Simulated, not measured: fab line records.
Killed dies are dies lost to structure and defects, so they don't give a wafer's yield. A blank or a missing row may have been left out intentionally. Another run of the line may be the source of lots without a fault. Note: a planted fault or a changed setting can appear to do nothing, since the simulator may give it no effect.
What tool caused it? + flow n5-finfet + Sampling: 11 lots, 31 wafers, 3 of 1938 route steps

== WHAT EACH GAUGE READ, for each wafer ==
N5_BEOL_M6_OCD_MEAS_38. Usual: 94.8 nm for trench-depth-nm, sd 2.1.
| lot  | measured     | on     | trench-depth-nm (nm) | flag |
|------|--------------|--------|----------------------|------|
| L889 | day 9 17:59  | ocd-01 | 95.5 92.8 97.2       |      |
| L888 | day 9 20:59  | ocd-02 | 96.8 95.2 92.0       |      |
| L890 | day 10 05:58 | ocd-01 | 98.2 93.4            |      |
| L892 | day 11 02:40 | ocd-02 | 92.6 91.9            |      |
| L895 | day 12 01:27 | ocd-01 | 91.1 91.5 96.9       |      |
| L898 | day 12 09:59 | ocd-01 | 94.0 97.8 96.6       |      |
| L902 | day 12 15:02 | ocd-02 | 96.7 94.3 95.2       |      |
| L900 | day 12 15:04 | ocd-02 | 98.6 95.1 91.6       |      |
| L905 | day 13 22:16 | ocd-01 | 97.0 94.9 91.8       |      |
| L909 | day 14 19:59 | ocd-02 | 93.3 96.7 96.8       |      |
| L907 | day 15 00:18 | ocd-01 | 95.6 92.4 93.4       |      |

== EACH LOT AND THE TOOL THAT RAN IT (in order: tool; ch and the chambers of the sampled wafers; start) ==
| lot  | N5_BEOL_M6_VIA_ETCH_34             | N5_BEOL_M6_TRENCH_ETCH_37                     |
|------|------------------------------------|-----------------------------------------------|
| L889 | rie-diel-05 ch 0,3, day 9 17:45    | rie-diel-05 ch 0,3, day 9 17:59 or earlier    |
| L888 | rie-diel-06 ch 1,2,3, day 9 20:44  | rie-diel-06 ch 1,2,3, day 9 20:59 or earlier  |
| L890 | rie-diel-06 ch 0,3, day 10 05:44   | rie-diel-06 ch 0,3, day 10 05:58 or earlier   |
| L892 | rie-diel-01 ch 1,3, day 11 02:25   | rie-diel-01 ch 1,3, day 11 02:40 or earlier   |
| L895 | rie-diel-01 ch 1,2,3, day 12 01:12 | rie-diel-01 ch 1,2,3, day 12 01:27 or earlier |
| L898 | rie-diel-06 ch 0,1,2, day 12 09:45 | rie-diel-06 ch 0,1,2, day 12 09:59 or earlier |
| L902 | rie-diel-05 ch 1,2, day 12 14:47   | rie-diel-05 ch 1,2, day 12 15:02 or earlier   |
| L900 | rie-diel-06 ch 0,1,3, day 12 14:49 | rie-diel-06 ch 0,1,3, day 12 15:04 or earlier |
| L905 | rie-diel-06 ch 0,1,3, day 13 22:01 | rie-diel-06 ch 0,1,3, day 13 22:16 or earlier |
| L909 | rie-diel-06 ch 0,2,3, day 14 19:44 | rie-diel-06 ch 0,2,3, day 14 19:59 or earlier |
| L907 | rie-diel-01 ch 0,1,3, day 15 00:03 | rie-diel-01 ch 0,1,3, day 15 00:18 or earlier |
- N5_BEOL_M6_VIA_ETCH_34: etches SiCOH lowk in C4F6/O2, target depth 126.3 nm, time 50.9 s.
- N5_BEOL_M6_TRENCH_ETCH_37: etches SiCOH lowk in C4F6/O2, target depth 94.435 nm, time 31.5 s.

== AS READ BY THE TOOLS THEMSELVES (means over the sampled wafers that have a number; for cases with no such wafer, the mark the record gives instead) ==
N5_BEOL_M6_VIA_ETCH_34. Usual: bias-w 184.9 W, standard deviation 0.63; drypump-motor-current-A 5.6 A, standard deviation 0.44; mfc-ar-sccm 299.8 sccm, standard deviation 0.98; oes_ar_750_au 0.77 a.u., standard deviation 0.081; oes-product-au 0.77 a.u., standard deviation 0.084; rf-vpp-V 663 V, standard deviation 21; showerhead-plenum-p-Torr 2.85 Torr, standard deviation 0.089; throttle-valve-pct 20.86 %, standard deviation 0.22.
| lot  | tool        | bias-w (W) | drypump-motor-current-A (A) | mfc-ar-sccm (sccm) | oes_ar_750_au (a.u.) | oes-product-au (a.u.) | rf-vpp-V (V) | showerhead-plenum-p-Torr (Torr) | throttle-valve-pct (%) | flag |
|------|-------------|------------|-----------------------------|--------------------|----------------------|-----------------------|--------------|---------------------------------|------------------------|------|
| L889 | rie-diel-05 | 184.3      | 5.3                         | 299.0              | 0.78                 | 0.80                  | 696          | 2.80                            | 20.87                  |      |
| L888 | rie-diel-06 | 184.9      | 5.7                         | 301.1              | 0.84                 | 0.84                  | 656          | 2.85                            | 20.83                  |      |
| L890 | rie-diel-06 | 185.7      | 5.5                         | 300.0              | 0.74                 | 0.75                  | 656          | 2.84                            | 20.95                  |      |
| L892 | rie-diel-01 | 184.4      | 6.3                         | 298.4              | 0.69                 | 0.68                  | 647          | 2.83                            | 20.94                  |      |
| L895 | rie-diel-01 | 185.1      | 6.0                         | 299.7              | 0.72                 | 0.72                  | 649          | 2.84                            | 20.87                  |      |
| L898 | rie-diel-06 | 184.3      | 5.7                         | 300.0              | 0.82                 | 0.82                  | 660          | 2.76                            | 20.91                  |      |
| L902 | rie-diel-05 | 185.2      | 5.2                         | 300.5              | 0.77                 | 0.77                  | 695          | 2.97                            | 20.74                  |      |
| L900 | rie-diel-06 | 185.1      | 5.6                         | 300.6              | 0.78                 | 0.78                  | 654          | 2.82                            | 20.90                  |      |
| L905 | rie-diel-06 | 185.1      | 5.5                         | 298.5              | 0.76                 | 0.77                  | 654          | 2.81                            | 20.91                  |      |
| L909 | rie-diel-06 | 185.2      | 5.6                         | 299.9              | 0.75                 | 0.74                  | 659          | 2.81                            | 20.99                  |      |
| L907 | rie-diel-01 | 184.2      | 5.9                         | 299.5              | 0.86                 | 0.85                  | 648          | 2.84                            | 20.77                  |      |

N5_BEOL_M6_TRENCH_ETCH_37. Usual: bias-w 184.9 W, standard deviation 0.54; drypump-motor-current-A 5.6 A, standard deviation 0.44; mfc-ar-sccm 299.9 sccm, standard deviation 0.95; oes_ar_750_au 0.77 a.u., standard deviation 0.08; oes-product-au 0.77 a.u., standard deviation 0.083; rf-vpp-V 663 V, standard deviation 21; showerhead-plenum-p-Torr 2.85 Torr, standard deviation 0.089; throttle-valve-pct 20.90 %, standard deviation 0.23.
| lot  | tool        | bias-w (W) | drypump-motor-current-A (A) | mfc-ar-sccm (sccm) | oes_ar_750_au (a.u.) | oes-product-au (a.u.) | rf-vpp-V (V) | showerhead-plenum-p-Torr (Torr) | throttle-valve-pct (%) | flag |
|------|-------------|------------|-----------------------------|--------------------|----------------------|-----------------------|--------------|---------------------------------|------------------------|------|
| L889 | rie-diel-05 | 185.0      | 5.3                         | 301.1              | 0.78                 | 0.80                  | 695          | 2.80                            | 20.89                  |      |
| L888 | rie-diel-06 | 184.8      | 5.7                         | 300.3              | 0.84                 | 0.83                  | 656          | 2.85                            | 20.87                  |      |
| L890 | rie-diel-06 | 185.2      | 5.5                         | 300.9              | 0.74                 | 0.74                  | 656          | 2.84                            | 20.98                  |      |
| L892 | rie-diel-01 | 184.7      | 6.3                         | 300.8              | 0.69                 | 0.68                  | 646          | 2.83                            | 20.98                  |      |
| L895 | rie-diel-01 | 184.9      | 6.0                         | 299.1              | 0.72                 | 0.72                  | 648          | 2.84                            | 20.90                  |      |
| L898 | rie-diel-06 | 185.3      | 5.7                         | 300.3              | 0.82                 | 0.82                  | 660          | 2.76                            | 20.95                  |      |
| L902 | rie-diel-05 | 184.4      | 5.2                         | 300.5              | 0.77                 | 0.78                  | 695          | 2.97                            | 20.79                  |      |
| L900 | rie-diel-06 | 185.4      | 5.5                         | 299.9              | 0.78                 | 0.78                  | 653          | 2.82                            | 20.93                  |      |
| L905 | rie-diel-06 | 184.8      | 5.5                         | 299.6              | 0.76                 | 0.77                  | 653          | 2.81                            | 20.95                  |      |
| L909 | rie-diel-06 | 185.3      | 5.6                         | 299.4              | 0.75                 | 0.75                  | 659          | 2.81                            | 21.03                  |      |
| L907 | rie-diel-01 | 184.2      | 6.0                         | 298.9              | 0.86                 | 0.85                  | 649          | 2.84                            | 20.81                  |      |

== THE ANSWER, worked out from the rows above alone ==
Rule: take the mean of a lot's wafers that have a number; if it is more than 3 standard deviations from the usual mean, the lot is off. Also off: a lot with no number at a reading for which 4 or more lots have one. The other lots that the step has rows for count as sound. After the gauges, taken in route order, come the tools' own readings; for these a lot's mean is taken, as printed above. The first step at which some lot is off is used, and at that step the reading that is off furthest; a lot without a number counts as furthest.
None of the lots is off at any reading shown; this tells nothing.

== WHAT WAS PUT IN BY THE SIMULATOR ==
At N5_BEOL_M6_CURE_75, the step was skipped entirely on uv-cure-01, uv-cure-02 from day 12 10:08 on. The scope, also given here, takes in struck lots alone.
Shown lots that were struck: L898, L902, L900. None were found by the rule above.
